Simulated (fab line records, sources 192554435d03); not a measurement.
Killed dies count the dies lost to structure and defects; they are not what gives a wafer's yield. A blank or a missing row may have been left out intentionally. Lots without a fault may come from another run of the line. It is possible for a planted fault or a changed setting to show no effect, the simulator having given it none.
Matching of chambers + flow n5Finfet + N5_BEOL_M5_VIA_ETCH_34 on rieDiel-02: 4 sister chambers
The step etches SiCOH lowk in C4F6/O2, target depth 88.3 nm, time 39.2 s. 8 wafers are shown with their chamber, then 11 later ones without.

EACH WAFER AND ITS CHAMBER
| wafer  | chamber | showerheadPlenumPTorr (Torr) | rfVppV (V) |
|--------|---------|------------------------------|------------|
| L081.5 | 2       | 2.83                         | 644        |
| L085.2 | 0       | 2.77                         | 668        |
| L085.3 | 2       | 2.82                         | 644        |
| L085.6 | 1       | 2.94                         | 672        |
| L087.1 | 1       | 2.93                         | 672        |
| L087.2 | 3       | 3.04                         | 681        |
| L087.6 | 3       | 3.04                         | 684        |
| L091.3 | 0       | 2.77                         | 668        |

WAFERS WHOSE CHAMBER IS MISSING
| wafer  | showerheadPlenumPTorr (Torr) | rfVppV (V) |
|--------|------------------------------|------------|
| L091.4 | 2.93                         | 673        |
| L091.6 | 2.82                         | 643        |
| L093.1 | 3.03                         | 682        |
| L093.2 | 2.77                         | 670        |
| L093.4 | 2.93                         | 674        |
| L094.1 | 2.81                         | 644        |
| L094.2 | 2.76                         | 668        |
| L094.3 | 2.92                         | 674        |
| L097.1 | 3.03                         | 684        |
| L097.5 | 2.76                         | 668        |
| L097.6 | 3.03                         | 684        |

THE CHAMBER EACH PASSED THROUGH
| wafer  | from the rows above | in truth |
|--------|---------------------|----------|
| L091.4 | 1                   | 1        |
| L091.6 | 2                   | 2        |
| L093.1 | 3                   | 3        |
| L093.2 | 0                   | 0        |
| L093.4 | 1                   | 1        |
| L094.1 | 2                   | 2        |
| L094.2 | 0                   | 0        |
| L094.3 | 1                   | 1        |
| L097.1 | 3                   | 3        |
| L097.5 | 0                   | 0        |
| L097.6 | 3                   | 3        |
11 of 11 placed correctly. Number that these rows cannot place: 0. Wrongly placed: 0.
How it was worked out, from the rows above alone: a wafer's distance from a chamber is the root of the sum, over the readings, of the square of ((its reading less the chamber's mean) divided by the reading's scatter). If the next closest chamber is less than 2 further off than the closest, the wafer can't be placed; otherwise it belongs to the closest. A chamber's mean is the mean of its shown wafers. The scatter is the square root of a quotient: the sum, over the shown wafers, of each reading's squared deviation from its chamber's mean, divided by wafers minus chambers.
